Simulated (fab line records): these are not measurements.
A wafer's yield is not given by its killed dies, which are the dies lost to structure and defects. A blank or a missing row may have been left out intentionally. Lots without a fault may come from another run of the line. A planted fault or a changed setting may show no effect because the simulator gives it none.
Which tool is to blame?    flow n5_finfet    13 lots (30 wafers sampled), 1 step of a 1938-step route

## WHAT THE GAUGES SHOWED, per wafer
N5_BEOL_M7_INSPECT_58: inspects for defects (darkfield). Usual: raw_defect_count reads 73 (standard deviation 23).
lot   measured      on                 raw_defect_count  flag
L535  day 9 00:41   defect_inspect-02  99 110            
L534  day 9 06:00   defect_inspect-01  82 66             
L536  day 9 18:01   defect_inspect-01  40 93             
L537  day 9 19:31   defect_inspect-02  107 93 77         
L538  day 10 09:31  defect_inspect-02  55 31 85          
L540  day 10 11:03  defect_inspect-01  102 70            
L542  day 10 20:19  defect_inspect-02  102 146 101       
L548  day 13 08:26  defect_inspect-02  68 60             
L549  day 13 08:31  defect_inspect-01  85 60 87          
L550  day 13 10:54  defect_inspect-02  55 62             
L553  day 13 12:50  defect_inspect-02  60 50             
L555  day 14 14:59  defect_inspect-02  67 104            
L556  day 14 17:44  defect_inspect-01  39 62             

## TOOL THAT RAN EACH LOT (tool first, then ch and the chambers of the sampled wafers, then the start)
No process step before these readings appears in the record.

## WHAT THE TOOLS THEMSELVES READ (means of the sampled wafers that have a number; where no wafer has one, the mark that the record gives instead)
The record holds no such reading with a usual standard deviation.

## THE ANSWER, worked out from the rows above alone
Rule: a lot counts as off when the mean over its wafers that have a number is more than 3 standard deviations away from the usual mean. Also off: a lot with no number at a reading for which 4 or more lots have one. Any other lot the step has rows for is counted as sound. After the gauges, taken in route order, come the tools' own readings; for these a lot's mean is taken, as printed above. At the first step where some lot is off, the reading lying furthest off is the one used; lots without a number count as furthest.
No lot is off on any of the readings shown, so nothing can be concluded from this.

## WHAT THE SIMULATOR PUT IN
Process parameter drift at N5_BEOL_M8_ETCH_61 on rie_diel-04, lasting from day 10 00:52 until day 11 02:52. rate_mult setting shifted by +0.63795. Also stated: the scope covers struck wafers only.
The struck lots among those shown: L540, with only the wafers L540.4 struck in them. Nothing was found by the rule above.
